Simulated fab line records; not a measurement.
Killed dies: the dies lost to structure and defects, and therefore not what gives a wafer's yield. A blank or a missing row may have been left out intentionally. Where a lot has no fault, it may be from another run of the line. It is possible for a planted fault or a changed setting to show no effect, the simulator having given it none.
A single fault, viewed from 3 desks    flow n5 finfet    each desk has only its own numbers; what lay behind them comes last

== THE TOOL OWNER'S DESK: rtp anneal-01 ==
Per lot that ran on this tool, the mean of the sampled wafers carrying a number, from the tool's own readings at N5_HKMG_FIN_HK_ANNEAL_02 (time 30 s). If a lot's mean is further than 4 standard deviations from the usual mean, the lot is out of limits and carries the mark OUT (the distance appears in the brackets). It has 9 readings, of which 7 appear: the earliest out of limits, and the ones furthest out on some lot.
Columns: A = lamp power pct at N5_HKMG_FIN_HK_ANNEAL_02, usual 8.80 %; B = lamp_zone_1_pct at N5_HKMG_FIN_HK_ANNEAL_02, usual 8.798 %; C = lamp_zone_2_pct at N5_HKMG_FIN_HK_ANNEAL_02, usual 8.797 %; D = lamp_zone_3_pct at N5_HKMG_FIN_HK_ANNEAL_02, usual 8.798 %; E = lamp_zone_4_pct at N5_HKMG_FIN_HK_ANNEAL_02, usual 8.796 %; F = lamp_zone_6_pct at N5_HKMG_FIN_HK_ANNEAL_02, usual 8.726 %; G = lamp_zone_7_pct at N5_HKMG_FIN_HK_ANNEAL_02, usual 9.193 %
lot   first seen here  A                B                C                D                E                F                G
L436  day 4 07:07      8.79             8.784            8.800            8.794            8.794            8.726            9.197
L437  day 4 13:00      8.39 (-7.0) OUT  8.374 (-46) OUT  8.370 (-54) OUT  8.379 (-44) OUT  8.377 (-47) OUT  8.300 (-46) OUT  8.747 (-46) OUT
L438  day 4 16:28      8.29 (-8.9) OUT  8.364 (-47) OUT  8.367 (-54) OUT  8.375 (-45) OUT  8.362 (-49) OUT  8.300 (-46) OUT  8.749 (-46) OUT
L439  day 4 21:44      8.31 (-8.4) OUT  8.380 (-45) OUT  8.372 (-54) OUT  8.372 (-45) OUT  8.373 (-48) OUT  8.295 (-47) OUT  8.747 (-46) OUT
L449  day 7 12:11      8.82             8.800            8.794            8.798            8.788            8.728            9.200
This desk's finding: out of limits on L437, L438, L439; first on L437, day 4 13:00 (lamp power pct at N5_HKMG_FIN_HK_ANNEAL_02). L436, L449: within limits.

== FROM THE METROLOGY DESK ==
Lot by lot, what the gauges showed, no matter which tool ran the lot: averages of those sampled wafers that carry a number. If a lot's mean is further than 4 standard deviations from the usual mean, the lot is out of limits and carries the mark OUT (the distance appears in the brackets). Readings shown: 7 of its 11, picked as those furthest out on some lot.
Columns: A = SDB_THK at N5_SDB_THK_MEAS_31, usual 64.2 nm; B = ION_N at N5_BEOL_M4_RC_MEAS_101, usual 674 uA/um; C = ION_P at N5_BEOL_M4_RC_MEAS_101, usual 463 uA/um; D = SS_N at N5_BEOL_M4_RC_MEAS_101, usual 71.3 mV/dec; E = SS_P at N5_BEOL_M4_RC_MEAS_101, usual 73.1 mV/dec; F = VT_N at N5_BEOL_M4_RC_MEAS_101, usual 250 mV; G = VT_P at N5_BEOL_M4_RC_MEAS_101, usual -251 mV
lot   first seen here  A     B    C    D     E     F    G
L436  day 4 06:20      64.0  678  464  70.7  72.9  246  -251
L437  day 4 12:12      64.0  668  464  71.8  73.6  251  -249
L438  day 4 15:40      66.9  679  465  70.8  73.0  250  -250
L439  day 4 20:55      63.3  681  467  71.9  73.8  249  -251
L449  day 7 11:17      64.2  659  453  71.3  73.3  252  -256
L456  day 9 06:16      63.2  681  463  72.2  73.1  248  -250
L457  day 9 12:36      62.6  689  468  71.5  74.0  247  -250
This desk's finding: nothing out of limits on any of the 7 lots.

== THE DEFECT DESK ==
Counts from the inspections along the route, per lot, as means over the sampled wafers that have a number. If a lot's mean is further than 4 standard deviations from the usual mean, the lot is out of limits and carries the mark OUT (the distance appears in the brackets).
Columns: A = raw defect count at N5_SDB_INSPECT_36, usual 42; B = raw defect count at N5_DUMMY_REMOVAL_INSPECT_06, usual 13
lot   first seen here  A   B
L436  day 4 06:21      40  17
L437  day 4 12:13      46  13
L438  day 4 15:42      70  13
L439  day 4 20:56      56  12
L449  day 7 11:19      29  17
L456  day 9 06:17      63  13
L457  day 9 12:38      53  11
This desk's finding: nothing out of limits on any of the 7 lots.

== TAKEN TOGETHER ==
At day 4 13:00, on L437, L438, L439, the tool owner's desk was in a position to raise an alarm.
From the metrology desk's view, nothing was out of limits.
No out-of-limits result turned up at the defect desk.
The metrology desk holds a record of L437, L438, L439, inside its limits.
The defect desk has L437, L438, L439 on record, within its limits.
The lots listed all ran N5_HKMG_FIN_HK_ANNEAL_02 on rtp anneal-01.

== WHAT WAS PUT IN BY THE SIMULATOR ==
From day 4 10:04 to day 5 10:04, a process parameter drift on rtp anneal-01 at N5_HKMG_FIN_HK_ANNEAL_02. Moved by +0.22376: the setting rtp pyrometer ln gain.
Lots struck among those shown: L437, L438, L439.
Hours from the fault's start to each desk's first reading out of limits: the tool owner's desk, 3.
